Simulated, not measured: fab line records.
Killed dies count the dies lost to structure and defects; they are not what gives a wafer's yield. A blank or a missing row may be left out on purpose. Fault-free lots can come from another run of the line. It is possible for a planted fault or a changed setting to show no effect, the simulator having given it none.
Chamber matching + flow n5Finfet + 4 sister chambers for N5_BEOL_M9_ETCH_61 on rieDiel-05
The step etches SiARC in CF4, target depth 39 nm, time 65 s. 4 wafers are shown with their chamber, then 8 later ones without.

== WAFERS PAIRED WITH THEIR CHAMBERS ==
| wafer  | chamber | oesProductAu (a.u.) |
|--------|---------|---------------------|
| L088.5 | 0       | 0.59                |
| L088.6 | 1       | 0.56                |
| L092.4 | 2       | 0.75                |
| L087.1 | 3       | 0.78                |

== WAFERS WITHOUT THEIR CHAMBER ==
| wafer  | oesProductAu (a.u.) |
|--------|---------------------|
| L087.3 | 0.74                |
| L087.5 | 0.79                |
| L095.1 | 0.58                |
| L095.2 | 0.77                |
| L095.3 | 0.72                |
| L095.4 | 0.81                |
| L095.5 | 0.76                |
| L095.6 | 0.58                |

== WHICH CHAMBER EACH ONE RAN IN ==
| wafer  | from the rows above     | in truth |
|--------|-------------------------|----------|
| L087.3 | can't be placed: 2 or 3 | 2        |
| L087.5 | can't be placed: 3 or 2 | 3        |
| L095.1 | can't be placed: 0 or 1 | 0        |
| L095.2 | can't be placed: 3 or 2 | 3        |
| L095.3 | can't be placed: 2 or 3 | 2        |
| L095.4 | can't be placed: 3 or 2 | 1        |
| L095.5 | can't be placed: 2 or 3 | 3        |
| L095.6 | can't be placed: 0 or 1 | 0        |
Correct placement for 0 of the 8. Cannot be placed on the basis of these rows: 8; the candidates contain the true chamber in 7. Placed wrongly: 0.
How it was worked out, from the rows above alone: a wafer's distance from a chamber is the root of the sum, over the readings, of the square of ((its reading less the chamber's mean) divided by the reading's scatter). If the next closest chamber is less than 2 further off than the closest, the wafer can't be placed; otherwise it belongs to the closest. Each chamber's mean is taken over the wafers shown for it. The scatter (one wafer shown for each chamber): square how far every hidden wafer sits from the nearest shown wafer, average those squares and take the square root.
